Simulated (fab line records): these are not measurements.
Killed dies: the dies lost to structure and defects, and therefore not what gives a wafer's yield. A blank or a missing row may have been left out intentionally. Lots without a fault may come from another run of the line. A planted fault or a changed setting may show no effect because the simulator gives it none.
What tool caused it? -- flow n5-finfet -- 27 wafers from 10 lots sampled at 5 of the route's 1938 steps

WHAT THE GAUGES READ, wafer by wafer
N5_BEOL_M4_RC_MEAS_101.
lot,measured,on,DIBL_N (mV/V)
L972,day 8 17:36,prober-01,36.9 34.8 37.4
L974,day 9 03:20,prober-01,37.1 37.3
L975,day 9 18:49,prober-02,38.8 35.9
L976,day 9 20:58,prober-01,36.2 36.4
L983,day 11 17:27,prober-01,36.7 36.7 37.4
L986,day 11 23:09,prober-02,35.3 36.2 36.7
L987,day 12 06:28,prober-02,35.3 36.1 35.7
L988,day 12 14:25,prober-01,36.7 36.8 35.0
L989,day 13 00:58,prober-02,36.2 35.5 36.5
L992,day 13 13:08,prober-01,35.8 34.8 37.9

WHAT TOOL EACH LOT RAN ON (gives the tool, then ch and the chambers of the sampled wafers, and finally the start)
lot,N5_FIN_SAQP_HM_DEP_72,N5_FIN_SAQP_RECESS_75,N5_FIN_SAQP_ETCH_57,N5_FIN_SAQP_RECESS_71
L972,"pecvd-04 ch 0,1,2, day 2 08:47","vapor-etch-02 ch 0,1, day 2 10:43","rie-diel-02 ch 0,1,3, day 2 12:22","vapor-etch-02 ch 0,1, day 2 13:33"
L974,"pecvd-02 ch 1,2, day 2 21:43","vapor-etch-01 ch 0,1, day 2 22:58","rie-diel-02 ch 0,1, day 3 00:19","vapor-etch-02 ch 0,1, day 3 01:08"
L975,"pecvd-04 ch 1,2, day 3 03:00","vapor-etch-02 ch 0, day 3 04:15","rie-diel-02 ch 1,2, day 3 05:36","vapor-etch-02 ch 1, day 3 06:49"
L976,"pecvd-02 ch 1,2, day 3 08:44","vapor-etch-02 ch 1, day 3 11:02","rie-diel-02 ch 0,3, day 3 12:44","vapor-etch-01 ch 0,1, day 3 13:37"
L983,"pecvd-02 ch 0,1,2, day 5 04:19","vapor-etch-01 ch 0,1, day 5 05:28","rie-diel-01 ch 0,1,2, day 5 06:55","vapor-etch-01 ch 0, day 5 07:44"
L986,"pecvd-02 ch 0,1,2, day 5 21:19","vapor-etch-02 ch 0,1, day 5 22:57","rie-diel-02 ch 1,2,3, day 6 00:18","vapor-etch-01 ch 0,1, day 6 01:14"
L987,"pecvd-02 ch 1,2, day 6 04:02","vapor-etch-01 ch 0,1, day 6 05:25","rie-diel-06 ch 0,2,3, day 6 07:07","vapor-etch-01 ch 0,1, day 6 07:59"
L988,"pecvd-03 ch 0,1,2, day 6 09:26","vapor-etch-01 ch 0,1, day 6 10:58","rie-diel-02 ch 0,1, day 6 13:00","vapor-etch-02 ch 0,1, day 6 13:52"
L989,"pecvd-02 ch 0,1, day 6 16:03","vapor-etch-02 ch 0,1, day 6 17:11","rie-diel-06 ch 0,3, day 6 19:19","vapor-etch-01 ch 0,1, day 6 20:09"
L992,"pecvd-02 ch 0,1, day 7 09:06","vapor-etch-02 ch 0,1, day 7 10:56","rie-diel-02 ch 0,1,3, day 7 12:29","vapor-etch-02 ch 0,1, day 7 13:19"
- N5_FIN_SAQP_HM_DEP_72: deposits SiO2 from SiH4/N2O, target thk 12 nm, time 7.2 s.
- N5_FIN_SAQP_RECESS_75: chemistry HF/NH3, target SiO2, target depth 14.4 nm, afs cycles 3, sublimation time 60 s.
- N5_FIN_SAQP_ETCH_57: etches SiNx in CH3F/O2, target depth 32.5 nm, time 46.4 s.
- N5_FIN_SAQP_RECESS_71: chemistry HF/NH3, target SiO2, target depth 3 nm, afs cycles 1, sublimation time 60 s.

THE ANSWER, worked out from the rows above alone
Rule: the lots themselves supply what counts as usual. Put in order of their means at a reading, lots are off if they are a third of the lots or fewer, leave a main group of 4 or more, and stand apart from it by a gap of 3 or more times the standard deviation of the main group's means; of several such gaps the widest counts. The tables above print the reading to a certain number of digits; a main group whose means all agree to those digits is not used. Also off: a lot with no number at a reading for which 4 or more lots have one. The other lots that the step has rows for count as sound.
Across all readings shown, no lot is off: no conclusion can be drawn from this.

WHAT HAD BEEN PUT IN BY THE SIMULATOR
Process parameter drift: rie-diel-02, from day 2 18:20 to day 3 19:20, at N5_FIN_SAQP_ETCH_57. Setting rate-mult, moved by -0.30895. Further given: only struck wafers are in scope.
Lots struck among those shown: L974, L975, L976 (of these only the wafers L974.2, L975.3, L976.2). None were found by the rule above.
